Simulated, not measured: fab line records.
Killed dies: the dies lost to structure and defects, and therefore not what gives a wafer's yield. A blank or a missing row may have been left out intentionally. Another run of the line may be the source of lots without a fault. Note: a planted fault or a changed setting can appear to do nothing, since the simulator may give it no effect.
Problem report, 8D (eight disciplines) form, completed by code	flow n5Finfet	the parts of the form that need people (team, actions taken, sign-off) are left out

## 1. WHAT WENT WRONG
At N5_MIM_TOP_LITHO_INSPECT_12, rawDefectCount averages 255.3 over 6 wafers from 2 lots, while fault-free wafers read 2.0, standard deviation 1.2. That is +99 or more standard deviations from the usual mean.
The step: inspects for defects (macro).
Seen first at day 15 08:54 on defectInspect-02, wafer L934.2. The record holds 33 wafers of 11 lots with a number at this step. Rule for "out" (also "out of limits"): further than 4 standard deviations from the usual mean. Any other wafer with a number is counted as sound.

## 2. WHAT THIS IS AND IS NOT
question	is	is not
which readings at this step	rawDefectCount	-
which lots	L934, L935	L923, L926, L929, L931, L933, L936, L943, L944, L945
which wafers of those lots	all that have a number	-
read on which gauges	defectInspect-01, defectInspect-02	-
when	from day 15 08:54	up to then (18 sound wafers); but 9 sound wafers of L943, L944, L945 came after

## 3. SUSPECTS, AND WHAT RULES EACH OUT
Counting: any tool at a process step up to the reading is kept as a suspect provided that every lot that is out went through it and no sound lot did after the first of them.
- the gauge at N5_MIM_TOP_LITHO_INSPECT_12: ruled out. The wafers that are out were read on 2 gauges (defectInspect-01, defectInspect-02).
- pecvd-04 at N5_BEOL_M15_DEP_53 (deposits SiCN from 3MS/NH3, target thk 50 nm, time 17.8 s): ruled out as a lasting fault. The sound lots L945, L943 went through it after L934, its earliest lot that is out (day 15 03:33).
- pecvd-01 at N5_PASSIVATION_PECVD_00 (deposits SiO2 from SiH4/N2O, target thk 200 nm, time 11.2 s): kept. Every lot that is out went through it, starting with L934 (day 15 04:38), and after that it ran no sound lot; the last sound lot it ran before then is L933 (day 14 23:17).
- aldHk-01 at N5_MIM_TOP_ALD_01 (deposits HfO2, target thk 5.6 nm, pulse time 1 s, purge time 3 s): kept. Every lot that is out went through it, starting with L934 (day 15 08:54), and after that it ran no sound lot; the last sound lot it ran before then is L933 (day 15 03:04). N5_MIM_TOP_ALD_01: start missing for some lots; hours and lot order therefore follow N5_MIM_TOP_LITHO_INSPECT_12.
Left after counting: pecvd-01 at N5_PASSIVATION_PECVD_00, aldHk-01 at N5_MIM_TOP_ALD_01.

## 4. THE CAUSE (what the simulator had put in)
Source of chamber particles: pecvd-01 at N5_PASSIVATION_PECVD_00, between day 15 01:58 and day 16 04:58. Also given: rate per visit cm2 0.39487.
2 suspects survive the count, and this tool is in that group.

## 5. THE EFFECT CHAIN, in route order
Rows list readings where the struck wafers' mean (over those with a number) sits beyond 3 standard deviations from the usual. Scope: only readings with a usual standard deviation given in the record; hours: median across lots of the time from each lot's start at the first step in this table that gives one to its start at this step; sigmas: change in usual standard deviations.
hours	step	reading	usual	on struck wafers	change	sigmas
0	N5_MIM_TOP_LITHO_INSPECT_12	rawDefectCount	2.0	255.3	+253.3	+99 or more
10	N5_PASSIVATION_PROBE_49	defectLimitedYield	91.3 %	85.8	-5.5	-3.7
10	N5_PASSIVATION_PROBE_49	killedAtOther	3.7	64.7	+61.0	+28
10	N5_PASSIVATION_PROBE_49	killedDies	103	168	+65	+3.6
10	N5_PASSIVATION_PROBE_49	killedOnRim	14	28	+14	+3.3
10	N5_PASSIVATION_PROBE_49	sort_bin_5_function	5.1 %	9.3	+4.2	+4.2
10	N5_PASSIVATION_PROBE_49	sortNPass	1077	1012	-66	-3.6
10	N5_PASSIVATION_PROBE_49	sortYieldPct	91.2 %	85.8	-5.5	-3.6
Process steps it contains:
- N5_PASSIVATION_PROBE_49

## 6. HOW IT WOULD HAVE BEEN CAUGHT EARLIER
In this record the first reading out of limits at a measuring or inspecting step was taken at day 15 08:54, 7 hours after the fault began at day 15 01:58.
Tool readings at N5_PASSIVATION_PECVD_00 with a usual standard deviation given in the record: none out on any struck wafer, hence no alarm at a limit of 4 standard deviations on them.
L935, from the lots that are out (2), started N5_PASSIVATION_PECVD_00 on pecvd-01 later than day 15 08:54. Holding the tool at that time would have saved it.
